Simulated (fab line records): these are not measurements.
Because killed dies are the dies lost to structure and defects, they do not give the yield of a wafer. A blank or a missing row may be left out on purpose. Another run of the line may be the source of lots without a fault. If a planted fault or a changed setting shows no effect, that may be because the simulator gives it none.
fab line records	flow nand_harc
record lots=6	wafers=18	last_day=24
route steps=1159 shown A_CHANNEL_HOLE_D1@456
lots that met no fault: taken from a fault-free run of the same line
start_h: hours from the record's first day to the start of the lot's first wafer shown	wait_h: hours elapsed since this lot's preceding step	" as in the row above	L1.1+2: a row that stands for several wafers	- no value, or no start given	* or withheld: withheld	< > ~ a bound
route shown NAME@n: NAME is a module with steps in the file, n the number in the route of the first one	usual: average and standard deviation across the fault-free wafers	same: alike in all rows	chamber/n: place in a boat	sites: the reading at each site	_std_site: their standard deviation	_edge_site: outer sites' mean less inner sites'	radius_mm: how far each site lies from the wafer's centre	mask NAME#n: copy n	behind: tool/chamber where the wafer was last shaped	hold: the reason the lot was held/the length of the hold in hours/how it ended	device: which transistor (n, p or np) failed to switch	end of line: tests of these same wafers at the route's end	for a step that has no rows: nothing shown but its recipe	killed: count of dies lost to structure and defects at first sort (not the wafer's yield)	map: a wafer's dies, marking killed ones x, the rest . and places with no die _
set.NAME: the setting the step ran with; set.NAME@STEP: the setting that earlier step ran with	model.NAME: the simulator's own value behind a step, which no gauge read
a table for each step, a row for each wafer; lots at some steps of the route
services: a tool's chamber out of use, with start hour (start_h, from the record's first day; less than 0 if before it), hours out, and reason
## steps
# step NHARC_A_CHANNEL_HOLE_D1_COAT_04
# recipe spin_rpm=1500	resist_thk_nm=90
# step NHARC_A_CHANNEL_HOLE_D1_SOFTBAKE_05
# recipe temp_c=105	time_s=55
# step NHARC_A_CHANNEL_HOLE_D1_EBR_06
# step NHARC_A_CHANNEL_HOLE_D1_EXPOSE_07
# recipe na=1.35	target_cd_nm=100	sigma_outer=0.3	dose_mj=59.65	mask_id=HOLE_D1
# step NHARC_A_CHANNEL_HOLE_D1_PEB_08
# recipe peb_temp_c=100	peb_time_s=65
# step NHARC_A_CHANNEL_HOLE_D1_DEVELOP_09
# recipe develop_time_s=35	dev_temp_c=23
# step NHARC_A_CHANNEL_HOLE_D1_CD_MEAS_10
# recipe target_cd_nm=100	landing_energy_ev=500
# usual cd_nm=100.1/0.45
# same landing_energy_ev=500
lot.wafer	tool	chamber	start_h	wait_h	cd_nm
L186.3	cd_sem-03	0	185.52	-	100.3
L186.4	"	0	"	"	99.1
L186.6	"	0	"	"	100.2
L187.2	cd_sem-03	0	189.71	-	100.7
L187.5	"	0	"	"	100.7
L187.6	"	0	"	"	100.2
L197.4	cd_sem-01	0	248.75	-	99.9
L197.5	"	0	"	"	100.4
L197.6	"	0	"	"	100.1
L200.3	cd_sem-01	0	270.84	-	99.9
L200.4	"	0	"	"	101.2
L200.6	"	0	"	"	101.1
L203.2	cd_sem-02	0	279.53	-	100.3
L203.5	"	0	"	"	100.0
L203.6	"	0	"	"	99.5
L209.1	cd_sem-01	0	305.42	-	100.0
L209.3	"	0	"	"	100.2
L209.5	"	0	"	"	100.2
# step NHARC_A_CHANNEL_HOLE_D1_OVL_MEAS_11
# usual overlay_x_nm=0.1/0.9	overlay_y_nm=-0.3/0.94
lot.wafer	tool	chamber	start_h	wait_h	overlay_x_nm	overlay_y_nm
L186.3	overlay-02	-	185.61	-	1.2	-1.0
L186.4	"	-	"	"	0.9	-0.6
L186.6	"	-	"	"	0.7	-1.3
L187.2	overlay-01	-	189.80	-	-2.0	-1.9
L187.5	"	-	"	"	-2.2	-1.4
L187.6	"	-	"	"	-2.0	-1.9
L197.4	overlay-02	-	248.83	-	0.1	-1.4
L197.5	"	-	"	"	-0.4	-1.2
L197.6	"	-	"	"	-0.3	-1.2
L200.3	overlay-01	-	270.92	-	-0.3	0.1
L200.4	"	-	"	"	0.4	-0.2
L200.6	"	-	"	"	-0.7	-0.4
L203.2	overlay-01	-	279.61	-	1.7	-0.6
L203.5	"	-	"	"	1.0	-0.2
L203.6	"	-	"	"	0.8	-0.3
L209.1	overlay-02	-	305.51	-	-0.1	-0.4
L209.3	"	-	"	"	0.3	-0.9
L209.5	"	-	"	"	0.7	-1.0
# step NHARC_A_CHANNEL_HOLE_D1_INSPECT_12
# usual raw_defect_count=5.4/2.8
lot.wafer	tool	chamber	start_h	wait_h	raw_defect_count
L186.3	defect_inspect-02	-	185.64	0.0	4
L186.4	"	-	"	"	9
L186.6	"	-	"	"	2
L187.2	defect_inspect-01	-	189.83	0.0	3
L187.5	"	-	"	"	5
L187.6	"	-	"	"	1
L197.4	defect_inspect-01	-	248.87	0.0	3
L197.5	"	-	"	"	5
L197.6	"	-	"	"	10
L200.3	defect_inspect-01	-	270.96	0.0	5
L200.4	"	-	"	"	4
L200.6	"	-	"	"	6
L203.2	defect_inspect-02	-	279.65	0.0	5
L203.5	"	-	"	"	7
L203.6	"	-	"	"	6
L209.1	defect_inspect-01	-	305.55	0.0	11
L209.3	"	-	"	"	2
L209.5	"	-	"	"	6
# step NHARC_A_CHANNEL_HOLE_D1_DESCUM_15
# recipe time_s=3	o2_flow_sccm=200	ar_flow_sccm=0	bias_power_w=0	chemistry=O2
# usual drypump_motor_current_A=5.6/0.55	oes_product_au=0.994/0.01	rf_vpp_V=57.7/0.94	showerhead_plenum_p_Torr=1.92/0.086	throttle_valve_pct=11.312/0.0085
# same time_s=3
lot.wafer	tool	chamber	start_h	wait_h	drypump_motor_current_A	oes_product_au	rf_hours_counter_h	rf_vpp_V	showerhead_plenum_p_Torr	throttle_valve_pct
L186.3	rie_diel-10	0	185.71	0.1	5.9	0.993	0	58.8	1.84	11.315
L186.4	"	2	"	"	5.3	0.988	0	58.2	1.89	11.306
L186.6	"	0	"	"	5.9	0.994	-	57.8	1.84	11.326
L187.2	rie_diel-12	0	189.90	0.1	6.7	1.006	9	57.6	2.06	11.307
L187.6	"	0	"	"	6.7	1.010	-	58.5	2.06	11.310
L187.5	"	1	"	"	5.7	0.999	-	56.1	1.92	11.324
L197.4	rie_diel-12	0	248.93	0.1	6.8	1.007	2	59.7	2.06	11.297
L197.6	"	0	"	"	6.8	1.008	-	56.6	2.06	11.315
L197.5	"	1	"	"	5.7	0.994	-	57.4	1.92	11.307
L200.4	rie_diel-12	1	271.04	0.1	5.7	0.999	3	56.7	1.92	11.307
L200.3	"	2	"	"	5.1	1.002	3	56.8	1.91	11.323
L200.6	"	3	"	"	5.1	0.983	-	57.9	2.01	11.305
L203.2	rie_diel-10	0	279.71	0.1	6.0	0.989	8	57.6	1.83	11.303
L203.6	"	0	"	"	5.9	0.981	-	55.5	1.83	11.293
L203.5	"	1	"	"	5.7	0.992	-	57.0	1.99	11.314
L209.3	rie_diel-10	1	305.63	0.1	5.7	1.014	11	56.8	1.99	11.316
L209.1	"	2	"	"	5.3	0.991	12	57.5	1.89	11.319
L209.5	"	0	"	"	5.9	0.986	-	58.2	1.83	11.307
# step NHARC_A_CHANNEL_HOLE_D1_ETCH_38
# recipe target_depth_a=390	over_etch_frac=0.3	time_s=65	ion_energy_ev=80	cf4_flow_sccm=150	ar_flow_sccm=0	rf_w=300	bias_w=100	chemistry=CF4
# usual drypump_motor_current_A=5.6/0.53	oes_product_au=0.994/0.01	rf_fwd_power_W=296.9/1.3	rf_vpp_V=151.4/1.1	showerhead_plenum_p_Torr=1.78/0.07	throttle_valve_pct=13.283/0.0097
# same time_s=65
lot.wafer	tool	chamber	start_h	wait_h	drypump_motor_current_A	oes_product_au	rf_fwd_power_W	rf_hours_counter_h	rf_vpp_V	showerhead_plenum_p_Torr	throttle_valve_pct
L186.3	rie_diel-10	0	185.79	0.1	5.9	0.984	295.3	0	150.8	1.70	13.273
L186.4	"	2	"	"	5.3	0.980	297.3	0	151.6	1.75	13.277
L186.6	"	0	"	"	5.9	0.976	296.6	-	150.5	1.70	13.272
L187.2	rie_diel-12	2	189.99	0.1	5.1	1.009	299.4	9	151.7	1.77	13.289
L187.5	"	1	"	"	5.7	1.004	294.7	-	152.1	1.77	13.306
L187.6	"	2	"	"	5.1	0.991	298.4	-	150.3	1.77	13.274
L197.4	rie_diel-12	0	249.02	0.1	6.7	1.015	294.8	2	152.0	1.90	13.281
L197.5	"	0	"	"	6.7	1.008	295.0	-	151.6	1.90	13.285
L197.6	"	1	"	"	5.7	0.985	296.3	-	150.3	1.77	13.290
L200.3	rie_diel-12	2	271.11	0.1	5.1	0.988	297.1	3	150.0	1.77	13.287
L200.4	"	0	"	"	6.7	1.012	295.8	4	151.6	1.90	13.284
L200.6	"	2	"	"	5.1	1.003	297.5	-	151.7	1.77	13.273
L203.2	rie_diel-10	2	279.81	0.1	5.3	0.980	297.7	10	150.4	1.74	13.272
L203.5	"	0	"	"	5.9	0.990	296.6	-	150.5	1.70	13.282
L203.6	"	1	"	"	5.7	1.001	296.1	-	152.2	1.84	13.285
L209.3	rie_diel-10	1	305.70	0.1	5.7	1.005	296.9	11	151.5	1.84	13.286
L209.1	"	0	"	"	5.9	0.976	297.3	10	149.5	1.70	13.280
L209.5	"	1	"	"	5.7	1.007	297.1	-	153.4	1.84	13.281
# step NHARC_A_CHANNEL_HOLE_D1_ETCH_39
# recipe target_depth_a=2600	over_etch_frac=0.3	time_s=325	ion_energy_ev=200	n2_flow_sccm=150	h2_flow_sccm=150	ar_flow_sccm=0	rf_w=400	bias_w=150	chemistry=N2/H2
# usual drypump_motor_current_A=5.6/0.54	oes_product_au=0.995/0.0096	rf_fwd_power_W=399.0/1.2	rf_vpp_V=430.8/2.7	showerhead_plenum_p_Torr=2.05/0.091	throttle_valve_pct=14.171/0.0098
# same time_s=325
lot.wafer	tool	chamber	start_h	wait_h	drypump_motor_current_A	oes_product_au	rf_fwd_power_W	rf_hours_counter_h	rf_vpp_V	showerhead_plenum_p_Torr	throttle_valve_pct
L186.4	rie_diel-10	1	-	-	5.7	1.004	398.6	0	433.1	2.13	14.164
L186.3	"	0	"	"	5.8	0.975	398.7	0	427.3	1.96	14.170
L186.6	"	1	"	"	5.8	1.000	397.6	-	432.2	2.13	14.173
L187.2	rie_diel-12	2	-	-	5.1	0.989	398.1	9	430.3	2.04	14.169
L187.5	"	1	"	"	5.7	1.012	398.8	-	429.9	2.05	14.176
L187.6	"	2	"	"	5.1	0.991	399.2	-	429.3	2.04	14.177
L197.4	rie_diel-12	1	-	-	5.7	1.006	398.0	2	430.6	2.05	14.185
L197.6	"	0	"	"	6.7	1.000	398.7	-	434.9	2.20	14.172
L197.5	"	1	"	"	5.8	1.003	397.8	-	429.6	2.05	14.187
L200.4	rie_diel-12	3	-	-	5.2	0.980	400.4	4	434.7	2.15	14.192
L200.3	"	0	"	"	6.7	1.006	398.9	4	435.4	2.20	14.169
L200.6	"	3	"	"	5.1	0.979	398.5	-	433.4	2.15	14.184
L203.2	rie_diel-10	0	-	-	5.9	0.994	398.6	8	428.2	1.95	14.164
L203.5	"	1	"	"	5.7	0.996	400.6	-	432.0	2.13	14.159
L203.6	"	2	"	"	5.3	0.995	399.1	-	430.1	2.01	14.168
L209.1	rie_diel-10	0	-	-	5.9	0.969	398.9	10	428.9	1.95	14.168
L209.3	"	2	"	"	5.3	0.992	399.3	12	430.4	2.01	14.183
L209.5	"	3	"	"	5.2	0.993	400.8	-	427.4	1.92	14.181
# step NHARC_A_CHANNEL_HOLE_D1_ETCH_34
# recipe target_depth_a=1540	time_s=77	cf4_flow_sccm=100	chf3_flow_sccm=30	ar_flow_sccm=0	rf_w=500	bias_w=200	chemistry=CF4/CHF3
# usual drypump_motor_current_A=5.6/0.54	oes_product_au=0.933/0.022	rf_fwd_power_W=495.3/2	rf_vpp_V=370.9/2.3	showerhead_plenum_p_Torr=1.58/0.063	throttle_valve_pct=16.804/0.0092
# same time_s=77
lot.wafer	tool	chamber	start_h	wait_h	drypump_motor_current_A	oes_product_au	rf_fwd_power_W	rf_hours_counter_h	rf_vpp_V	showerhead_plenum_p_Torr	throttle_valve_pct	model.A_CHANNEL_HOLE_D1.cd_nm
L186.4	rie_diel-10	3	186.15	-	5.1	0.952	496.9	0	367.2	1.49	16.804	100.6
L186.3	"	0	"	"	5.9	0.951	492.8	0	368.6	1.51	16.791	97.55
L186.6	"	1	"	"	5.7	0.988	494.3	-	373.1	1.64	16.817	101.9
L187.2	rie_diel-12	0	190.33	-	6.7	0.955	493.9	9	374.6	1.69	16.791	100.3
L187.5	"	3	"	"	5.1	0.976	497.7	-	373.4	1.65	16.805	100.6
L187.6	"	0	"	"	6.7	0.959	493.0	-	375.3	1.69	16.806	99.13
L197.4	rie_diel-12	0	249.37	-	6.7	0.724	294.5	3	375.2	1.69	16.796	95.15
L197.5	"	3	"	"	5.1	0.706	295.1	-	372.4	1.65	16.802	96.1
L197.6	"	0	"	"	6.7	0.716	293.2	-	373.7	1.69	16.790	93.18
L200.3	rie_diel-12	1	271.45	-	5.7	0.697	293.6	4	369.5	1.58	16.796	95.68
L200.4	"	0	"	"	6.7	0.711	295.9	4	374.5	1.69	16.797	97.05
L200.6	"	2	"	"	5.1	0.694	296.6	-	370.6	1.57	16.799	100.1
L203.2	rie_diel-10	3	280.16	-	5.2	0.917	494.8	9	367.7	1.49	16.799	97.11
L203.6	"	0	"	"	5.9	0.937	494.3	-	368.9	1.51	16.799	98.67
L203.5	"	1	"	"	5.7	0.926	495.9	-	372.4	1.64	16.813	99.89
L209.3	rie_diel-10	0	306.05	-	5.9	0.906	493.5	10	367.4	1.51	16.796	97.29
L209.1	"	1	"	"	5.7	0.916	496.0	11	372.9	1.63	16.795	97.86
L209.5	"	3	"	"	5.1	0.924	491.8	-	367.5	1.49	16.802	95.1
# step NHARC_A_CHANNEL_HOLE_D1_ETCH_16
# recipe target_depth_a=31000	over_etch_frac=0.3	time_s=806	ion_energy_ev=150	o2_flow_sccm=400	cos_flow_sccm=20	ar_flow_sccm=0	rf_w=500	bias_w=300	chemistry=O2/COS
# usual drypump_motor_current_A=5.6/0.54	oes_product_au=0.995/0.011	rf_fwd_power_W=499.6/1.7	rf_vpp_V=314.4/2.1	showerhead_plenum_p_Torr=3.14/0.13	throttle_valve_pct=28.331/0.0088
# same time_s=806
lot.wafer	tool	chamber	start_h	wait_h	drypump_motor_current_A	oes_product_au	rf_fwd_power_W	rf_hours_counter_h	rf_vpp_V	showerhead_plenum_p_Torr	throttle_valve_pct	model.A_CHANNEL_HOLE_D1.cd_nm
L186.4	rie_diel-10	1	-	-	5.7	1.013	498.8	0	315.5	3.25	28.334	101.6
L186.3	"	2	"	"	5.3	0.988	497.3	0	313.5	3.08	28.329	99.11
L186.6	"	2	"	"	5.3	0.987	500.7	-	314.6	3.08	28.321	103.1
L187.2	rie_diel-12	0	-	-	6.7	1.002	498.3	9	317.0	3.35	28.319	98.37
L187.5	"	3	"	"	5.1	0.996	500.7	-	316.1	3.28	28.327	101.7
L187.6	"	0	"	"	6.7	1.005	503.1	-	317.5	3.35	28.332	98.89
L197.4	rie_diel-12	3	-	-	5.2	0.969	498.9	3	318.4	3.28	28.338	95.15
L197.5	"	3	"	"	5.1	0.989	498.0	-	315.5	3.28	28.340	95.17
L197.6	"	0	"	"	6.7	1.006	498.1	-	317.4	3.35	28.325	93.5
L200.3	rie_diel-12	2	-	-	5.1	0.982	499.2	4	314.4	3.12	28.339	94.94
L200.4	"	0	"	"	6.7	1.009	499.9	4	318.3	3.35	28.336	95.16
L200.6	"	1	"	"	5.7	0.999	498.9	-	313.8	3.13	28.335	100.2
L203.2	rie_diel-10	0	-	-	5.9	0.982	496.5	8	311.3	3.00	28.328	96.81
L203.5	"	3	"	"	5.1	0.992	500.6	-	311.0	2.95	28.329	99.67
L203.6	"	0	"	"	5.9	0.978	496.2	-	311.2	3.00	28.324	98.58
L209.3	rie_diel-10	2	-	-	5.3	0.994	498.8	12	313.8	3.08	28.339	98.36
L209.1	"	1	"	"	5.7	1.013	500.5	11	316.4	3.24	28.332	100.6
L209.5	"	3	"	"	5.1	1.011	503.2	-	312.3	2.95	28.339	94.45
# step NHARC_A_CHANNEL_HOLE_D1_CD_MEAS_18
# usual cd_nm=98.8/2
lot.wafer	tool	chamber	start_h	wait_h	cd_nm
L186.3	cd_sem-01	-	186.81	-	99.2
L186.4	"	-	"	"	101.5
L186.6	"	-	"	"	103.5
L187.2	cd_sem-01	-	191.00	-	98.9
L187.5	"	-	"	"	101.3
L187.6	"	-	"	"	98.8
L197.4	cd_sem-01	-	250.05	-	95.0
L197.5	"	-	"	"	95.1
L197.6	"	-	"	"	93.7
L200.3	cd_sem-03	-	272.13	-	95.0
L200.4	"	-	"	"	95.3
L200.6	"	-	"	"	100.6
L203.2	cd_sem-03	-	280.82	-	97.0
L203.5	"	-	"	"	99.9
L203.6	"	-	"	"	98.6
L209.1	cd_sem-02	-	306.73	-	100.5
L209.3	"	-	"	"	98.3
L209.5	"	-	"	"	94.4
## services
tool	chamber	start_h	hours	kind
rie_diel-10	-	176.50	9.0	pm
rie_diel-10	0	176.50	9.0	vent_cycle
rie_diel-10	1	176.50	9.0	vent_cycle
rie_diel-10	2	176.50	9.0	vent_cycle
rie_diel-10	3	176.50	9.0	vent_cycle
rie_diel-12	0	181.74	-	clean
rie_diel-12	1	181.74	-	clean
rie_diel-12	2	181.74	-	clean
rie_diel-12	3	181.74	-	clean
rie_diel-10	0	185.50	-	clean
rie_diel-10	1	185.50	-	clean
rie_diel-10	2	185.50	-	clean
rie_diel-10	3	185.50	-	clean
rie_diel-12	-	202.40	9.0	pm
rie_diel-12	0	202.40	9.0	vent_cycle
rie_diel-12	1	202.40	9.0	vent_cycle
rie_diel-12	2	202.40	9.0	vent_cycle
rie_diel-12	3	202.40	9.0	vent_cycle
rie_diel-10	0	210.00	-	clean
rie_diel-10	1	210.00	-	clean
rie_diel-10	2	210.00	-	clean
rie_diel-10	3	210.00	-	clean
rie_diel-12	0	211.40	-	clean
rie_diel-10	0	225.25	10.0	repair
## key
first_sign step=NHARC_A_CHANNEL_HOLE_D1_ETCH_34	reading=rf_fwd_power_W	direction=down	sigmas=99+	usual=*	struck=*
effect step=NHARC_A_CHANNEL_HOLE_D1_ETCH_34	reading=oes_product_au	direction=down	sigmas=10	usual=0.933	struck=0.708
effect step=NHARC_A_CHANNEL_HOLE_D1_CD_MEAS_18	reading=cd_nm	direction=down	sigmas=1.5	usual=98.8	struck=95.8
model_effect step=NHARC_A_CHANNEL_HOLE_D1_ETCH_34	value=A_CHANNEL_HOLE_D1.cd_nm	without=99.59	struck=96.21
model_effect step=NHARC_A_CHANNEL_HOLE_D1_ETCH_16	value=A_CHANNEL_HOLE_D1.cd_nm	without=99.07	struck=95.69
met_at NHARC_A_CHANNEL_HOLE_D1_ETCH_34
struck_wafers L197.4,L197.5,L197.6,L200.3,L200.4,L200.6
later_rows_left_out L197.4,L197.5,L197.6,L200.3,L200.4,L200.6
sort_left_out L197.4,L197.5,L197.6,L200.3,L200.4,L200.6
tester_left_out L197,L200
onset_between 190.33 249.37
fault kind=process_parameter_drift	tool=rie_diel-12	chamber=-	onset_h=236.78	steps=NHARC_A_CHANNEL_HOLE_D1_ETCH_34	channel=rf_w	offset=*	shape=step	end_h=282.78	acts_in=*	stated=*
# tester_left_out: of these lots the tester's yield and bins aren't shown, on N5 and GAA mostly nor the transistor test; their killed dies are dies lost to structure and defects alone, not to doping, threshold or leakage, so they don't give the yield
# sort_left_out: the simulated sort isn't trusted on such a fault, so these wafers' sort isn't shown, and their yield isn't known
# later_rows_left_out: the simulator's readings of these wafers behind a module that went badly wrong aren't trusted and aren't shown, but for the sort
